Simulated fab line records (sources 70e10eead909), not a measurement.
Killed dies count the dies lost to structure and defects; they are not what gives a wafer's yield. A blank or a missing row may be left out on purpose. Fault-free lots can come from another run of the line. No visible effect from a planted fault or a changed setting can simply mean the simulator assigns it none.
Chamber matching || flow nandHarc || 4 sister chambers for NHARC_P_M2_DESCUM_14 on rieDiel-03
The step chemistry O2, time 3 s. 14 wafers are shown with their chamber, then 7 later ones without.

## WAFERS WITH THEIR CHAMBER
{"wafer": "L400.3", "chamber": 2, "drypumpMotorCurrentA (A)": 6.2, "oesProductAu (a.u.)": 1.007, "throttleValvePct (%)": 11.316}
{"wafer": "L400.4", "chamber": 0, "drypumpMotorCurrentA (A)": 4.7, "oesProductAu (a.u.)": 1.000, "throttleValvePct (%)": 11.313}
{"wafer": "L400.6", "chamber": 0, "drypumpMotorCurrentA (A)": 4.7, "oesProductAu (a.u.)": 1.009, "throttleValvePct (%)": 11.293}
{"wafer": "L406.2", "chamber": 0, "drypumpMotorCurrentA (A)": 4.7, "oesProductAu (a.u.)": 1.021, "throttleValvePct (%)": 11.306}
{"wafer": "L406.3", "chamber": 1, "drypumpMotorCurrentA (A)": 6.0, "oesProductAu (a.u.)": 1.008, "throttleValvePct (%)": 11.321}
{"wafer": "L406.4", "chamber": 3, "drypumpMotorCurrentA (A)": 5.8, "oesProductAu (a.u.)": 0.996, "throttleValvePct (%)": 11.308}
{"wafer": "L409.1", "chamber": 0, "drypumpMotorCurrentA (A)": 4.7, "oesProductAu (a.u.)": 1.015, "throttleValvePct (%)": 11.314}
{"wafer": "L409.4", "chamber": 3, "drypumpMotorCurrentA (A)": 5.8, "oesProductAu (a.u.)": 1.000, "throttleValvePct (%)": 11.316}
{"wafer": "L409.6", "chamber": 3, "drypumpMotorCurrentA (A)": 5.7, "oesProductAu (a.u.)": 0.982, "throttleValvePct (%)": 11.315}
{"wafer": "L410.2", "chamber": 0, "drypumpMotorCurrentA (A)": 4.8, "oesProductAu (a.u.)": 1.009, "throttleValvePct (%)": 11.319}
{"wafer": "L410.3", "chamber": 2, "drypumpMotorCurrentA (A)": 6.2, "oesProductAu (a.u.)": 1.007, "throttleValvePct (%)": 11.315}
{"wafer": "L410.5", "chamber": 2, "drypumpMotorCurrentA (A)": 6.3, "oesProductAu (a.u.)": 0.999, "throttleValvePct (%)": 11.323}
{"wafer": "L421.3", "chamber": 3, "drypumpMotorCurrentA (A)": 5.8, "oesProductAu (a.u.)": 1.012, "throttleValvePct (%)": 11.331}
{"wafer": "L421.5", "chamber": 0, "drypumpMotorCurrentA (A)": 4.7, "oesProductAu (a.u.)": 1.015, "throttleValvePct (%)": 11.324}

SIGNATURES (averages over the wafers above)
{"reading": "drypumpMotorCurrentA", "chamber 0": 4.717, "chamber 1": 6.000, "chamber 2": 6.233, "chamber 3": 5.775, "scatter within a chamber": 0.0474}
{"reading": "oesProductAu", "chamber 0": 1.01150, "chamber 1": 1.00800, "chamber 2": 1.00433, "chamber 3": 0.99750, "scatter within a chamber": 0.00872}
{"reading": "throttleValvePct", "chamber 0": 11.31150, "chamber 1": 11.32100, "chamber 2": 11.31800, "chamber 3": 11.31750, "scatter within a chamber": 0.00955}
Rule: distance of a wafer from a chamber = root of the sum over the readings of ((wafer's reading minus chamber's mean) / reading's scatter) squared. The wafer belongs to the nearest chamber; if the next one is less than 2 further off, it can't be placed. The scatter is the square root of a quotient: the sum, over the shown wafers, of each reading's squared deviation from its chamber's mean, divided by wafers minus chambers.

## WAFERS WITH NO CHAMBER GIVEN
{"wafer": "L421.6", "drypumpMotorCurrentA (A)": 5.8, "oesProductAu (a.u.)": 1.025, "throttleValvePct (%)": 11.323}
{"wafer": "L422.1", "drypumpMotorCurrentA (A)": 6.0, "oesProductAu (a.u.)": 1.006, "throttleValvePct (%)": 11.315}
{"wafer": "L422.2", "drypumpMotorCurrentA (A)": 4.7, "oesProductAu (a.u.)": 1.001, "throttleValvePct (%)": 11.331}
{"wafer": "L422.4", "drypumpMotorCurrentA (A)": 5.9, "oesProductAu (a.u.)": 1.007, "throttleValvePct (%)": 11.305}
{"wafer": "L423.2", "drypumpMotorCurrentA (A)": 6.3, "oesProductAu (a.u.)": 1.005, "throttleValvePct (%)": 11.320}
{"wafer": "L423.3", "drypumpMotorCurrentA (A)": 4.7, "oesProductAu (a.u.)": 1.013, "throttleValvePct (%)": 11.302}
{"wafer": "L423.4", "drypumpMotorCurrentA (A)": 5.8, "oesProductAu (a.u.)": 1.014, "throttleValvePct (%)": 11.318}

## WHICH CHAMBER EACH ONE RAN IN
{"wafer": "L421.6", "from the rows above": "can't be placed: 3 or 1", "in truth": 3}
{"wafer": "L422.1", "from the rows above": 1, "in truth": 1}
{"wafer": "L422.2", "from the rows above": 0, "in truth": 0}
{"wafer": "L422.4", "from the rows above": "can't be placed: 1 or 3", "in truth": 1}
{"wafer": "L423.2", "from the rows above": 2, "in truth": 2}
{"wafer": "L423.3", "from the rows above": 0, "in truth": 0}
{"wafer": "L423.4", "from the rows above": 3, "in truth": 3}
5 of 7 placed correctly. Not placeable from these rows: 2 (in 2, the candidates include the true chamber). Placed wrongly: 0.
